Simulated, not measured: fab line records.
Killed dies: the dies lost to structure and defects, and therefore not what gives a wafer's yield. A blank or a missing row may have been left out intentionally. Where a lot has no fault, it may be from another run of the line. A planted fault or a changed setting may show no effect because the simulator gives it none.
fab line records + flow n5_finfet
record:
- lots: 11
- wafers: 33
- last_day: 17
route steps=1938 shown BEOL_M15@1807 MIM_BOT@1833 PASSIVATION@1936
lots with no fault: from the same line, run without faults
start_h: hours from the record's opening day to when the first of the lot's shown wafers began + wait_h: hours elapsed since this lot's preceding step + " the same as in the row above + L1.1+2: a single row standing in for several wafers + - no value, or no start given + * or withheld: withheld + < > ~ a bound
route shown NAME@n: names a module that has steps shown in the file, with the first one's number in the route + usual: mean and standard deviation over wafers with no fault + same: alike in all rows + chamber/n: place in a boat + sites: each site's reading + _std_site: the standard deviation of these + _edge_site: inner sites' mean taken away from outer sites' mean + radius_mm: for every site, how far away it sits from the centre of the wafer + mask NAME#n: copy n + behind: the last tool/chamber to shape the wafer + hold: why the lot was held/for how many hours/how that ended + device: the transistor (n, p or np) that didn't switch + end of line: tests of these same wafers at the route's end + a step given without rows: its recipe and nothing more + killed: count of dies lost to structure and defects at first sort (not the wafer's yield) + map: the dies of a wafer, with x for killed, . for not killed, _ for no die there
set.NAME: the setting the step ran with; set.NAME@STEP: the setting that earlier step ran with + model.NAME: the simulator's own value behind a step, which no gauge read
one table for each step of the route and one row for each wafer, over a sample of lots
services: from which hour (start_h, from the record's first day; less than 0 if before it) a tool's chamber was out of use, for how many hours, and why
== steps ==
step: N5_BEOL_M15_DESCUM_33
recipe:
- chemistry: O2
- time_s: 7.9
- source_power_w: 50
- bias_power_w: 20
- pressure_mtorr: 20
- rf_frequency_hz: 2.712e+07
- temp_c: 40
- o2_flow_sccm: 225
usual:
- bias_power_w: 19.99/0.06
- chamber_pressure_mTorr: 19.999/0.02
- drypump_motor_current_A: 5.6/0.48
- o2_flow_sccm: 225.0/0.63
- oes_product_au: 0.74/0.062
- rf_fwd_power_W: 49.37/0.25
- rf_vpp_V: 243.3/1.8
- showerhead_plenum_p_Torr: 2.10/0.094
- throttle_valve_pct: 20.56/0.24
| lot.wafer | tool        | chamber | start_h | wait_h | bias_power_w | chamber_pressure_mTorr | drypump_motor_current_A | o2_flow_sccm | oes_product_au | rf_fwd_power_W | rf_hours_counter_h | rf_vpp_V | showerhead_plenum_p_Torr | throttle_valve_pct |
|-----------|-------------|---------|---------|--------|--------------|------------------------|-------------------------|--------------|----------------|----------------|--------------------|----------|--------------------------|--------------------|
| L128.1    | rie_diel-01 | 0       | 255.91  | 0.0    | 19.98        | 20.009                 | 6.2                     | 224.5        | 0.68           | 49.33          | 211                | 244.2    | 2.16                     | 20.60              |
| L128.2    | "           | 1       | "       | "      | 19.98        | 20.013                 | 5.9                     | 225.5        | 0.83           | 49.39          | 60                 | 246.2    | 2.22                     | 20.69              |
| L128.4    | "           | 3       | "       | "      | 19.98        | 19.991                 | 5.2                     | 225.0        | 0.74           | 49.61          | 178                | 244.0    | 2.08                     | 20.65              |
| L129.1    | rie_diel-03 | 3       | 261.86  | 0.2    | 20.00        | 19.992                 | 5.8                     | 223.5        | 0.75           | 49.52          | 132                | 245.7    | 2.18                     | 20.54              |
| L129.3    | "           | 2       | "       | "      | 20.16        | 19.950                 | 6.4                     | 225.3        | 0.72           | 48.81          | 180                | 245.6    | 2.16                     | 20.21              |
| L129.4    | "           | 0       | "       | "      | 20.02        | 20.015                 | 5.3                     | 225.5        | 0.71           | 49.20          | 200                | 243.9    | 2.07                     | 20.70              |
| L134.3    | rie_diel-02 | 1       | 283.28  | 0.1    | 20.00        | 19.969                 | 4.9                     | 224.8        | 0.67           | 49.25          | 235                | 241.0    | 1.97                     | 20.13              |
| L134.4    | "           | 2       | "       | "      | 19.99        | 20.018                 | 6.1                     | 225.8        | 0.75           | 49.60          | 143                | 240.3    | 1.93                     | 20.83              |
| L134.5    | "           | 0       | "       | "      | 19.97        | 19.994                 | 5.3                     | 224.6        | 0.71           | 49.44          | -                  | 243.6    | 2.06                     | 20.62              |
| L133.1    | rie_diel-01 | 1       | 294.28  | 0.0    | 20.04        | 19.998                 | 5.8                     | 224.1        | 0.82           | 49.82          | 71                 | 245.0    | 2.22                     | 20.72              |
| L133.3    | "           | 2       | "       | "      | 19.98        | 19.999                 | 4.8                     | 225.2        | 0.87           | 49.32          | 50                 | 245.1    | 2.21                     | 20.35              |
| L133.4    | "           | 0       | "       | "      | 20.07        | 20.025                 | 6.2                     | 224.6        | 0.69           | 49.26          | 221                | 243.0    | 2.16                     | 20.62              |
| L131.2    | rie_diel-03 | 0       | 296.45  | 0.0    | 19.91        | 19.998                 | 5.3                     | 223.8        | 0.71           | 48.98          | 209                | 241.8    | 2.07                     | 20.71              |
| L131.5    | "           | 3       | "       | "      | 19.98        | 19.946                 | 5.8                     | 225.6        | 0.74           | 49.63          | -                  | 244.1    | 2.18                     | 20.54              |
| L131.6    | "           | 2       | "       | "      | 20.06        | 20.019                 | 6.4                     | 225.2        | 0.72           | 48.98          | -                  | 244.4    | 2.15                     | 20.23              |
| L132.1    | rie_diel-02 | 3       | 301.48  | 0.1    | 19.95        | 20.018                 | 5.6                     | 225.0        | 0.81           | 49.70          | 92                 | 244.7    | 2.18                     | 20.32              |
| L132.5    | "           | 1       | "       | "      | 20.02        | 19.968                 | 4.9                     | 225.4        | 0.67           | 49.33          | -                  | 239.6    | 1.97                     | 20.12              |
| L132.6    | "           | 0       | "       | "      | 20.00        | 20.007                 | 5.3                     | 224.7        | 0.71           | 49.54          | -                  | 242.8    | 2.06                     | 20.63              |
| L137.2    | rie_diel-03 | 2       | 308.96  | 0.2    | 20.02        | 19.968                 | 6.4                     | 225.7        | 0.71           | 48.95          | 194                | 244.5    | 2.15                     | 20.24              |
| L137.4    | "           | 3       | "       | "      | 20.07        | 20.009                 | 5.8                     | 225.6        | 0.74           | 49.59          | 146                | 244.6    | 2.18                     | 20.56              |
| L137.5    | "           | 3       | "       | "      | 20.03        | 20.017                 | 5.8                     | 224.2        | 0.73           | 49.45          | -                  | 243.5    | 2.18                     | 20.54              |
| L138.2    | rie_diel-02 | 3       | 317.00  | 0.6    | 19.99        | 19.969                 | 5.6                     | 224.8        | 0.80           | 49.11          | 97                 | 244.1    | 2.18                     | 20.35              |
| L138.5    | "           | 0       | "       | "      | 19.93        | 19.998                 | 5.3                     | 224.7        | 0.71           | 49.21          | -                  | 244.0    | 2.06                     | 20.63              |
| L138.6    | "           | 1       | "       | "      | 19.96        | 20.009                 | 4.9                     | 225.5        | 0.67           | 49.30          | -                  | 242.7    | 1.97                     | 20.12              |
| L150.1    | rie_diel-01 | 0       | 393.45  | 0.0    | 20.07        | 20.006                 | 6.2                     | 224.5        | 0.67           | 49.43          | 246                | 246.2    | 2.15                     | 20.64              |
| L150.3    | "           | 3       | "       | "      | 19.95        | 19.983                 | 5.2                     | 223.9        | 0.72           | 49.66          | 212                | 241.4    | 2.07                     | 20.70              |
| L150.5    | "           | 0       | "       | "      | 20.03        | 20.003                 | 6.2                     | 224.6        | 0.66           | 49.39          | -                  | 244.2    | 2.15                     | 20.64              |
| L151.3    | rie_diel-01 | 1       | 397.96  | 0.0    | 19.93        | 19.997                 | 5.8                     | 225.0        | 0.79           | 49.54          | 98                 | 245.0    | 2.21                     | 20.75              |
| L151.4    | "           | 0       | "       | "      | 19.97        | 20.003                 | 6.1                     | 224.9        | 0.66           | 49.52          | 247                | 243.8    | 2.15                     | 20.66              |
| L151.6    | "           | 3       | "       | "      | 20.06        | 20.019                 | 5.2                     | 224.9        | 0.72           | 49.71          | -                  | 243.2    | 2.06                     | 20.71              |
| L149.1    | rie_diel-02 | 0       | 402.27  | 0.0    | 19.97        | 20.043                 | 5.3                     | 225.4        | 0.68           | 49.42          | 242                | 241.5    | 2.05                     | 20.67              |
| L149.3    | "           | 1       | "       | "      | 19.99        | 20.010                 | 4.9                     | 225.6        | 0.96           | 49.50          | 11                 | 246.7    | 2.23                     | 19.85              |
| L149.4    | "           | 2       | "       | "      | 20.05        | 19.970                 | 6.1                     | 224.8        | 0.72           | 49.79          | 183                | 239.1    | 1.91                     | 20.88              |
step: N5_BEOL_M15_ANNEAL_48
recipe:
- temp_c: 225
- time_s: 90
- ambient: N2
usual:
- wafer_temp_C_max: 225.91/0.25
| lot.wafer | tool          | chamber | start_h | wait_h | wafer_temp_C_max |
|-----------|---------------|---------|---------|--------|------------------|
| L128.1    | rtp_anneal-01 | 0       | 258.40  | 0.3    | 226.25           |
| L128.2    | "             | 0       | "       | "      | 225.90           |
| L128.4    | "             | 0       | "       | "      | 225.71           |
| L129.1    | rtp_anneal-02 | 0       | 267.88  | 0.3    | 225.70           |
| L129.3    | "             | 0       | "       | "      | 226.12           |
| L129.4    | "             | 0       | "       | "      | 226.15           |
| L134.3    | rtp_anneal-02 | 0       | 293.35  | 0.2    | 226.03           |
| L134.4    | "             | 0       | "       | "      | 226.44           |
| L134.5    | "             | 0       | "       | "      | 225.50           |
| L131.2    | rtp_anneal-02 | 0       | 301.70  | 0.2    | 225.65           |
| L131.5    | "             | 0       | "       | "      | 225.87           |
| L131.6    | "             | 0       | "       | "      | 226.24           |
| L133.1    | rtp_anneal-01 | 0       | 301.81  | 0.3    | 225.98           |
| L133.3    | "             | 0       | "       | "      | 225.76           |
| L133.4    | "             | 0       | "       | "      | 225.60           |
| L132.1    | rtp_anneal-02 | 0       | 306.68  | 0.2    | 225.94           |
| L132.5    | "             | 0       | "       | "      | 225.38           |
| L132.6    | "             | 0       | "       | "      | 226.26           |
| L137.2    | rtp_anneal-02 | 0       | 310.39  | 0.2    | 244.44           |
| L137.4    | "             | 0       | "       | "      | 244.01           |
| L137.5    | "             | 0       | "       | "      | 244.10           |
| L138.2    | rtp_anneal-02 | 0       | 321.77  | 0.2    | 244.23           |
| L138.5    | "             | 0       | "       | "      | 244.25           |
| L138.6    | "             | 0       | "       | "      | 244.26           |
| L150.1    | rtp_anneal-02 | 0       | 394.70  | 0.2    | 225.59           |
| L150.3    | "             | 0       | "       | "      | 225.64           |
| L150.5    | "             | 0       | "       | "      | 226.10           |
| L151.3    | rtp_anneal-01 | 0       | 399.87  | 0.2    | 226.26           |
| L151.4    | "             | 0       | "       | "      | 225.89           |
| L151.6    | "             | 0       | "       | "      | 226.38           |
| L149.1    | rtp_anneal-02 | 0       | 404.33  | 0.2    | 225.66           |
| L149.3    | "             | 0       | "       | "      | 226.15           |
| L149.4    | "             | 0       | "       | "      | 226.24           |
step: N5_BEOL_M15_INSPECT_55
recipe:
- inspect_instrument: darkfield
- mode: post_dep
usual:
- raw_defect_count: 77/22
| lot.wafer | tool              | chamber | start_h | wait_h | raw_defect_count |
|-----------|-------------------|---------|---------|--------|------------------|
| L128.1    | defect_inspect-01 | -       | 259.15  | 0.0    | 70               |
| L128.2    | "                 | -       | "       | "      | 80               |
| L128.4    | "                 | -       | "       | "      | 56               |
| L129.1    | defect_inspect-02 | -       | 268.62  | 0.0    | 122              |
| L129.3    | "                 | -       | "       | "      | 116              |
| L129.4    | "                 | -       | "       | "      | 88               |
| L134.3    | defect_inspect-02 | -       | 294.01  | 0.0    | 66               |
| L134.4    | "                 | -       | "       | "      | 93               |
| L134.5    | "                 | -       | "       | "      | 96               |
| L131.2    | defect_inspect-02 | -       | 302.48  | 0.1    | 80               |
| L131.5    | "                 | -       | "       | "      | 79               |
| L131.6    | "                 | -       | "       | "      | 108              |
| L133.1    | defect_inspect-02 | -       | 302.56  | 0.0    | 46               |
| L133.3    | "                 | -       | "       | "      | 63               |
| L133.4    | "                 | -       | "       | "      | 60               |
| L132.1    | defect_inspect-02 | -       | 307.44  | 0.0    | 104              |
| L132.5    | "                 | -       | "       | "      | 124              |
| L132.6    | "                 | -       | "       | "      | 96               |
| L137.2    | defect_inspect-02 | -       | 311.09  | 0.0    | 103              |
| L137.4    | "                 | -       | "       | "      | 86               |
| L137.5    | "                 | -       | "       | "      | 106              |
| L138.2    | defect_inspect-02 | -       | 322.47  | 0.0    | 72               |
| L138.5    | "                 | -       | "       | "      | 93               |
| L138.6    | "                 | -       | "       | "      | 112              |
| L150.1    | defect_inspect-01 | -       | 395.45  | 0.0    | 58               |
| L150.3    | "                 | -       | "       | "      | 88               |
| L150.5    | "                 | -       | "       | "      | 70               |
| L151.3    | defect_inspect-02 | -       | 400.54  | 0.0    | 75               |
| L151.4    | "                 | -       | "       | "      | 80               |
| L151.6    | "                 | -       | "       | "      | 47               |
| L149.1    | defect_inspect-01 | -       | 405.08  | 0.0    | 95               |
| L149.3    | "                 | -       | "       | "      | 99               |
| L149.4    | "                 | -       | "       | "      | 93               |
step: N5_MIM_BOT_SPUTTER_00
recipe:
- material: TiN
- target_thk_a: 350
- temp_c: 200
- power_w: 3000
- chamber_pressure_pa: 0.49996
- gas: Ar
- reactive_partial_pa: 0.37997
- time_s: 89.7
usual:
- throttle_valve_pct: 30.5/1.2
| lot.wafer | tool           | chamber | start_h | wait_h | throttle_valve_pct |
|-----------|----------------|---------|---------|--------|--------------------|
| L128.1    | pvd_sputter-02 | -       | 260.78  | 0.0    | 30.3               |
| L128.2    | "              | -       | "       | "      | 30.5               |
| L128.4    | "              | -       | "       | "      | 30.3               |
| L129.1    | pvd_sputter-02 | -       | 271.15  | 0.0    | 29.7               |
| L129.3    | "              | -       | "       | "      | 30.9               |
| L129.4    | "              | -       | "       | "      | 30.6               |
| L134.3    | pvd_sputter-01 | -       | 296.80  | 0.0    | 30.2               |
| L134.4    | "              | -       | "       | "      | 32.7               |
| L134.5    | "              | -       | "       | "      | 32.6               |
| L131.2    | pvd_sputter-01 | -       | 304.58  | 0.0    | 31.2               |
| L131.5    | "              | -       | "       | "      | 32.7               |
| L131.6    | "              | -       | "       | "      | 31.2               |
| L133.1    | pvd_sputter-01 | -       | 304.90  | 0.0    | 31.2               |
| L133.3    | "              | -       | "       | "      | 30.3               |
| L133.4    | "              | -       | "       | "      | 33.0               |
| L132.1    | pvd_sputter-03 | -       | 309.14  | 0.0    | 31.3               |
| L132.5    | "              | -       | "       | "      | 31.0               |
| L132.6    | "              | -       | "       | "      | 28.9               |
| L137.2    | pvd_sputter-03 | -       | 312.64  | 0.0    | 28.7               |
| L137.4    | "              | -       | "       | "      | 28.8               |
| L137.5    | "              | -       | "       | "      | 29.0               |
| L138.2    | pvd_sputter-03 | -       | 324.49  | 0.0    | 28.7               |
| L138.5    | "              | -       | "       | "      | 30.8               |
| L138.6    | "              | -       | "       | "      | 28.9               |
| L150.1    | pvd_sputter-01 | -       | 397.10  | 0.0    | 30.6               |
| L150.3    | "              | -       | "       | "      | 29.9               |
| L150.5    | "              | -       | "       | "      | 32.8               |
| L151.3    | pvd_sputter-01 | -       | 402.86  | 0.0    | 32.8               |
| L151.4    | "              | -       | "       | "      | 30.1               |
| L151.6    | "              | -       | "       | "      | 32.9               |
| L149.1    | pvd_sputter-01 | -       | 407.20  | 0.0    | 30.1               |
| L149.3    | "              | -       | "       | "      | 31.1               |
| L149.4    | "              | -       | "       | "      | 30.5               |
step: N5_PASSIVATION_PROBE_49
usual:
- defect_limited_yield: 91.6/1.2
- killed_at_M0_to_M3: 33/9.4
- killed_at_M4_up: 13/5.2
- killed_at_contacts: 13/5.6
- killed_at_front_end: 37/9.5
- killed_at_other: 4/3.1
- killed_dies: 99/15
- killed_open: 65/11
- killed_short: 32/7.5
- sort_bin_5_function: 4.9/0.77
- sort_bin_6_memory: 3.1/0.65
- sort_bin_8_speed: 0.01/0.056
- sort_n_pass: 1081/15
- sort_yield_pct: 91.6/1.2
same:
- gross_dies: 1180
- killed_at_back_side: 0
- sort_bin_4_leakage[%]: 0
| lot.wafer | tool      | chamber | start_h | wait_h | defect_limited_yield[%] | killed_at_M0_to_M3 | killed_at_M4_up | killed_at_contacts | killed_at_front_end | killed_at_other | killed_dies | killed_open | killed_short | sort_bin_5_function[%] | sort_bin_6_memory[%] | sort_bin_8_speed[%] | sort_n_pass | sort_yield_pct[%] |
|-----------|-----------|---------|---------|--------|-------------------------|--------------------|-----------------|--------------------|---------------------|-----------------|-------------|-------------|--------------|------------------------|----------------------|---------------------|-------------|-------------------|
| L128.1    | prober-02 | -       | 272.32  | 0.0    | 91.6                    | 42                 | 15              | 10                 | 31                  | 1               | 99          | 71          | 28           | 4.9                    | 3.2                  | 0                   | 1081        | 91.6              |
| L128.2    | prober-02 | -       | 272.37  | 0.1    | 91.9                    | 34                 | 16              | 21                 | 21                  | 4               | 96          | 78          | 18           | 4.7                    | 3.3                  | 0                   | 1084        | 91.9              |
| L128.4    | prober-02 | -       | 272.47  | 0.2    | 92.1                    | 53                 | 8               | 13                 | 16                  | 3               | 93          | 64          | 29           | 4.7                    | 2.8                  | 0                   | 1087        | 92.1              |
| L133.1    | prober-01 | -       | 316.16  | 0.0    | 93.2                    | 16                 | 12              | 21                 | 31                  | 0               | 80          | 54          | 26           | 4.4                    | 2.1                  | 0                   | 1100        | 93.2              |
| L133.3    | prober-01 | -       | 316.26  | 0.1    | 91.9                    | 24                 | 7               | 26                 | 38                  | 1               | 96          | 69          | 24           | 5.3                    | 2.5                  | 0                   | 1084        | 91.9              |
| L133.4    | prober-01 | -       | 316.31  | 0.2    | 93.2                    | 22                 | 10              | 14                 | 33                  | 1               | 80          | 59          | 21           | 3.9                    | 2.7                  | 0                   | 1100        | 93.2              |
| L131.2    | prober-02 | -       | 317.64  | 0.1    | 92.4                    | 26                 | 14              | 12                 | 35                  | 3               | 90          | 64          | 26           | 4.2                    | 3.2                  | 0                   | 1090        | 92.4              |
| L131.5    | prober-02 | -       | 317.79  | 0.2    | 94.0                    | 18                 | 5               | 14                 | 30                  | 4               | 71          | 41          | 30           | 3.6                    | 2.1                  | 0                   | 1109        | 94.0              |
| L131.6    | prober-02 | -       | 317.84  | 0.3    | 90.8                    | 21                 | 13              | 22                 | 48                  | 4               | 108         | 77          | 30           | 5.8                    | 3.2                  | 0                   | 1072        | 90.8              |
| L138.2    | prober-01 | -       | 339.81  | 0.1    | 93.7                    | 16                 | 11              | 8                  | 33                  | 6               | 74          | 51          | 21           | 3.7                    | 2.2                  | 0                   | 1106        | 93.7              |
| L138.5    | prober-01 | -       | 339.96  | 0.2    | 93.1                    | 25                 | 15              | 15                 | 26                  | 1               | 82          | 49          | 32           | 4.0                    | 2.6                  | 0                   | 1098        | 93.1              |
| L138.6    | prober-01 | -       | 340.01  | 0.3    | 93.1                    | 16                 | 11              | 4                  | 41                  | 10              | 82          | 53          | 27           | 4.2                    | 2.5                  | 0                   | 1098        | 93.1              |
killed by level:class
L128.1 BEOL_M1:geometric_particle:open=15 BEOL_M3:geometric_particle:open=10 BEOL_M4:geometric_particle:open=9 MOL_CONTACT_COAG:geometric_particle:open=7 GATE_CUT:geometric_particle:open=6 GATE_CUT:geometric_particle:short=6 BEOL_M0_SAQP:geometric_particle:short=6 FIN_SAQP:geometric_particle:open=5
L128.2 MOL_CONTACT_COAG:geometric_particle:open=19 BEOL_M2:geometric_particle:open=10 BEOL_M3:geometric_particle:open=7 BEOL_M5:geometric_particle:open=6 STI_FIN_REVEAL:geometric_particle:open=5 GATE_CUT:geometric_particle:open=5 BEOL_M1:geometric_particle:open=5 BEOL_M4:geometric_particle:open=4
L128.4 BEOL_M0_SAQP:geometric_particle:short=13 MOL_CONTACT_COAG:geometric_particle:open=11 BEOL_M0_SAQP:geometric_particle:open=11 BEOL_M2:geometric_particle:open=10 BEOL_M3:geometric_particle:open=8 BEOL_M1:geometric_particle:open=7 DUMMY_GATE:geometric_particle:open=4 STI_FIN_REVEAL:geometric_particle:open=2
L133.1 MOL_CONTACT_COAG:geometric_particle:open=15 BEOL_M2:geometric_particle:open=8 STI_FIN_REVEAL:geometric_particle:open=7 MOL_CONTACT_COAG:geometric_particle:short=6 DUMMY_GATE:geometric_particle:open=5 FIN_SAQP:geometric_particle:open=3 BEOL_M4:geometric_particle:open=3 BEOL_M6:geometric_particle:open=3
L133.3 MOL_CONTACT_COAG:geometric_particle:open=23 BEOL_M2:geometric_particle:open=7 FIN_SAQP:geometric_particle:open=6 FIN_SAQP:geometric_particle:short=6 BEOL_M0_SAQP:geometric_particle:short=6 BEOL_M0_SAQP:geometric_particle:open=6 DUMMY_GATE:geometric_particle:open=5 GATE_CUT:geometric_particle:open=5
L133.4 MOL_CONTACT_COAG:geometric_particle:open=12 STI_FIN_REVEAL:geometric_particle:open=8 BEOL_M2:geometric_particle:open=8 FIN_SAQP:geometric_particle:open=7 BEOL_M0_SAQP:geometric_particle:open=7 DUMMY_GATE:geometric_particle:open=4 STI_FIN_REVEAL:geometric_particle:short=3 GATE_CUT:geometric_particle:short=3
L131.2 MOL_CONTACT_COAG:geometric_particle:open=10 DUMMY_GATE:geometric_particle:open=9 BEOL_M3:geometric_particle:open=7 BEOL_M4:geometric_particle:open=7 BEOL_M0_SAQP:geometric_particle:short=6 FIN_SAQP:geometric_particle:short=4 FIN_SAQP:geometric_particle:open=4 STARTING-WAFER:geometric_particle:short=4
L131.5 FIN_SAQP:geometric_particle:short=10 MOL_CONTACT_COAG:geometric_particle:open=8 MOL_CONTACT_COAG:geometric_particle:short=6 BEOL_M1:geometric_particle:open=6 FIN_SAQP:geometric_particle:open=5 STARTING-WAFER:geometric_particle:open=4 BEOL_M0:geometric_particle:open=3 BEOL_M3:geometric_particle:open=3
L131.6 STI_FIN_REVEAL:geometric_particle:open=17 MOL_CONTACT_COAG:geometric_particle:open=17 FIN_SAQP:geometric_particle:open=8 BEOL_M3:geometric_particle:open=8 FIN_SAQP:geometric_particle:short=6 BEOL_M4:geometric_particle:open=6 MOL_CONTACT_COAG:geometric_particle:short=5 STARTING-WAFER:geometric_particle:open=4
L138.2 MOL_CONTACT_COAG:geometric_particle:open=8 FIN_SAQP:geometric_particle:open=7 STI_FIN_REVEAL:geometric_particle:open=6 BEOL_M0_SAQP:geometric_particle:short=5 BEOL_M4:geometric_particle:open=5 BEOL_M0_SAQP:geometric_particle:open=4 BEOL_M3:geometric_particle:open=4 BEOL_M6:geometric_particle:open=4
L138.5 MOL_CONTACT_COAG:geometric_particle:open=10 BEOL_M0_SAQP:geometric_particle:short=10 GATE_CUT:geometric_particle:short=7 DUMMY_GATE:geometric_particle:open=6 BEOL_M0_SAQP:geometric_particle:open=6 MOL_CONTACT_COAG:geometric_particle:short=5 BEOL_M4:geometric_particle:open=4 FIN_SAQP:geometric_particle:open=3
L138.6 STI_FIN_REVEAL:geometric_particle:open=9 BEOL_M0_SAQP:geometric_particle:open=7 FIN_SAQP:geometric_particle:open=6 FIN_SAQP:geometric_particle:short=6 BEOL_M4:geometric_particle:open=6 PAD_METAL:geometric_particle:open=5 MOL_CONTACT_COAG:geometric_particle:open=4 STARTING-WAFER:geometric_particle:short=4
== services ==
| tool           | chamber | start_h | hours | kind                          |
|----------------|---------|---------|-------|-------------------------------|
| rtp_anneal-02  | -       | 232.48  | 3.3   | pm                            |
| pvd_sputter-02 | -       | 238.19  | 1.5   | repair                        |
| rie_diel-01    | -       | 250.99  | 1.8   | repair                        |
| pvd_sputter-02 | -       | 285.64  | 5.0   | repair                        |
| rie_diel-02    | 2       | 286.38  | 3.2   | repair                        |
| rie_diel-03    | 3       | 322.36  | 15.4  | repair                        |
| rie_diel-02    | 1       | 334.87  | -     | clean                         |
| rie_diel-02    | 1       | 334.87  | -     | consumable_replace:focus_ring |
| rie_diel-02    | 1       | 334.87  | -     | consumable_replace:showerhead |
| rie_diel-02    | 1       | 334.87  | 27.6  | scheduled_down                |
| rie_diel-02    | 1       | 334.87  | 27.6  | vent_cycle                    |
| rie_diel-03    | 1       | 337.77  | 14.5  | repair                        |
| pvd_sputter-03 | -       | 338.72  | 1.8   | repair                        |
| rie_diel-01    | -       | 341.60  | 14.6  | pm                            |
| rie_diel-03    | 0       | 382.92  | 3.2   | repair                        |
| rie_diel-03    | 2       | 389.57  | 5.6   | repair                        |
| pvd_sputter-01 | -       | 400.66  | 0.8   | repair                        |
| pvd_sputter-03 | -       | 404.95  | 2.1   | repair                        |
== key ==
first_sign:
- step: N5_BEOL_M15_ANNEAL_48
- reading: wafer_temp_C_max
- direction: up
- sigmas: 75
- usual: *
- struck: *
effect none on later readings
met_at N5_BEOL_M15_ANNEAL_48
struck_lots L137,L138
not_acting_at N5_BEOL_M15_DESCUM_33,N5_BEOL_M15_INSPECT_55,N5_MIM_BOT_SPUTTER_00
onset_between 306.68 310.39
fault:
- kind: process_parameter_drift
- tool: rtp_anneal-02
- chamber: -
- onset_h: 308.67
- steps: N5_BEOL_M15_ANNEAL_48
- channel: temp_c
- offset: *
- shape: step
- end_h: 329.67
- acts_in: *
- stated: *
